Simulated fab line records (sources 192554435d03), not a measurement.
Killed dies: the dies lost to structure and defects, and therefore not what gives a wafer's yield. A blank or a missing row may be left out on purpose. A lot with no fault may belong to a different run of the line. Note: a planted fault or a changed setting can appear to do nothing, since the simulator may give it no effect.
Split-lot trial -- flow n5-finfet -- route with 1938 steps; 7 lots, 39 wafers read

== ABOUT THE SPLIT ==
At N5_BEOL_M4_TRENCH_ETCH_37 (etches SiOC in C4F6/O2, target depth 55.555 nm, time 29.2 s), the setting target-depth-a was moved away from the recipe's 555.55 angstrom on 18 of the 39 wafers read, by -44.8% to +27.3%. The other wafers ran this setting at the recipe's value.

== FROM THE SPLIT TO THE READING: what the file shows between them, 13 steps ==
- N5_BEOL_M4_ETCH_41: etches SiCN in CH3F/O2, target depth 29.9 nm, time 52.5 s
- N5_BEOL_M4_STRIP_97: strips in N2/H2, time 10 s
- N5_BEOL_M4_OCD_MEAS_38
- N5_BEOL_M4_HM_STRIP_39: strips TiN in peroxide tin strip, target depth 25 nm, time 158 s
- N5_BEOL_M4_SRD_40: time 30 s
- N5_BEOL_M4_ECD_50: material Cu, target thk 300 nm
- N5_BEOL_M4_ANNEAL_51: time 90 s
- N5_BEOL_M4_CMP_52: polishes, stops on SiOC, t overpolish 6.8 s, target thk 40 nm
- N5_BEOL_M4_THK_MEAS_53: measures by xrf
- N5_BEOL_M4_PRE_CLEAN_60: time 15 s
- N5_BEOL_M4_CO_CAP_55: material Co, precursor CCTBA/H2, target thk 2 nm, time 102.1 s
- N5_BEOL_M4_PRE_CLEAN_56: time 15 s
- N5_BEOL_M4_DEP_57: deposits SiCN from 3MS/NH3, target thk 8 nm, time 14 s

== THE READING ==
M4_RS, in ohm/sq, at N5_BEOL_M4_RS_MEAS_58 (measures by four-point-probe). Typical for fault-free wafers on this fab line: 0.66 ohm/sq, with standard deviation 0.049 ohm/sq.

wafer,"tool, chamber at the split","target-depth-a as run, angstrom",against the recipe,"M4_RS, ohm/sq",against lot-mates on the recipe
L079.1,"rie-diel-04, 3",370.9,-33.2%,1.76,+1.08
L079.2,"rie-diel-04, 0",555.55,recipe,0.69,-
L079.3,"rie-diel-04, 2",370.9,-33.2%,1.61,+0.93
L079.4,"rie-diel-04, 1",555.55,recipe,0.69,-
L079.5,"rie-diel-04, 1",370.9,-33.2%,1.72,+1.04
L079.6,"rie-diel-04, 0",555.55,recipe,0.66,-
L082.1,"rie-diel-03, 2",306.7,-44.8%,3.26,+2.55
L082.2,"rie-diel-03, 0",555.55,recipe,0.69,-
L082.3,"rie-diel-03, 1",555.55,recipe,0.75,-
L082.4,"rie-diel-03, 3",306.7,-44.8%,2.34,+1.63
L082.5,"rie-diel-03, 1",555.55,recipe,0.69,-
L082.6,"rie-diel-03, 0",306.7,-44.8%,2.93,+2.22
L083.1,"rie-diel-04, 3",333.2,-40.0%,2.81,+2.13
L083.2,"rie-diel-04, 1",555.55,recipe,0.69,-
L083.3,"rie-diel-04, 0",555.55,recipe,0.70,-
L083.4,"rie-diel-04, 1",333.2,-40.0%,2.09,+1.41
L083.5,"rie-diel-04, 0",555.55,recipe,0.65,-
L083.6,"rie-diel-04, 3",333.2,-40.0%,2.61,+1.93
L084.1,"rie-diel-05, 3",461.6,-16.9%,1.02,+0.32
L084.2,"rie-diel-05, 0",461.6,-16.9%,1.05,+0.35
L084.3,"rie-diel-05, 1",555.55,recipe,0.63,-
L084.4,"rie-diel-05, 2",555.55,recipe,0.78,-
L084.5,"rie-diel-05, 0",555.55,recipe,0.70,-
L084.6,"rie-diel-05, 3",461.6,-16.9%,1.08,+0.38
L092.1,"rie-diel-03, 1",555.55,recipe,0.70,-
L092.2,"rie-diel-03, 0",379,-31.8%,1.51,+0.87
L092.3,"rie-diel-03, 3",555.55,recipe,0.58,-
L092.4,"rie-diel-03, 2",555.55,recipe,0.64,-
L092.5,"rie-diel-03, 2",379,-31.8%,1.30,+0.66
L092.6,"rie-diel-03, 3",379,-31.8%,1.15,+0.51
L096.2,"rie-diel-04, 0",555.55,recipe,0.63,-
L096.3,"rie-diel-04, 2",555.55,recipe,0.60,-
L096.6,"rie-diel-04, 0",555.55,recipe,0.63,-
L097.1,"rie-diel-04, 0",707.2,+27.3%,0.43,-0.23
L097.2,"rie-diel-04, 2",555.55,recipe,0.67,-
L097.3,"rie-diel-04, 3",707.2,+27.3%,0.45,-0.21
L097.4,"rie-diel-04, 1",707.2,+27.3%,0.41,-0.25
L097.5,"rie-diel-04, 3",555.55,recipe,0.67,-
L097.6,"rie-diel-04, 0",555.55,recipe,0.64,-

THE FIT
A straight line over all 39 wafers: M4_RS changes by -0.0335 ohm/sq for each +1% of target-depth-a; r = -0.89; the points scatter about the line by 0.35 ohm/sq.
The same after taking each lot's own level away (the mean of its wafers on the recipe; 39 wafers): -0.0331 ohm/sq for each +1%; r = -0.89; scatter 0.35 ohm/sq.
The reading moves by 1.5 ohm/sq for the largest change in target-depth-a, on that fit.
From 0.620 to 0.710 ohm/sq: that is the span of the lots' own levels, equal to 1.8 times the standard deviation above.
So the lot-to-lot level changes the slope little: the two slopes agree.
Check: for one of the wafers moved furthest among these (-44.8%), held out of the fit, the line's prediction against its lot-mates is +1.46 ohm/sq. Against them it came out at +2.55 ohm/sq.

== THE WHOLE CHAIN: every reading that the file lists as answering this split, in the file's order ==
step,what it does,reading,change (the file's fit),r (the file's)
N5_BEOL_M4_TRENCH_ETCH_37,"etches SiOC in C4F6/O2, target depth 55.555 nm, time 29.2 s","BEOL_M4.feature-depth-nm (the simulator's own value, which no gauge read)",+0.556 nm for each +1% of the setting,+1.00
N5_BEOL_M4_TRENCH_ETCH_37,"etches SiOC in C4F6/O2, target depth 55.555 nm, time 29.2 s","etch.depth-nm (the simulator's own value, which no gauge read)",+0.556 nm for each +1% of the setting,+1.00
N5_BEOL_M4_TRENCH_ETCH_37,"etches SiOC in C4F6/O2, target depth 55.555 nm, time 29.2 s","TiN_of_BEOL_M4_HM_DEP_02.thk-nm (the simulator's own value, which no gauge read)",-0.0262 nm for each +1% of the setting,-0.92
N5_BEOL_M4_OCD_MEAS_38,,trench-depth-nm,+0.548 nm for each +1% of the setting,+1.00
N5_BEOL_M4_CMP_52,"polishes, stops on SiOC, t overpolish 6.8 s, target thk 40 nm","Cu_of_BEOL_M4_ECD_50.thk-nm (the simulator's own value, which no gauge read)",+0.572 nm for each +1% of the setting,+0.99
N5_BEOL_M4_THK_MEAS_53,measures by xrf,M4_THK,+0.588 for each +1% of the setting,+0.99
N5_BEOL_M4_RS_MEAS_58,measures by four-point-probe,M4_RS,-0.0349 for each +1% of the setting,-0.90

== FILE'S OWN FIT ==
M4_RS changes by -0.0349 ohm/sq for each +1% of target-depth-a, r = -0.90.
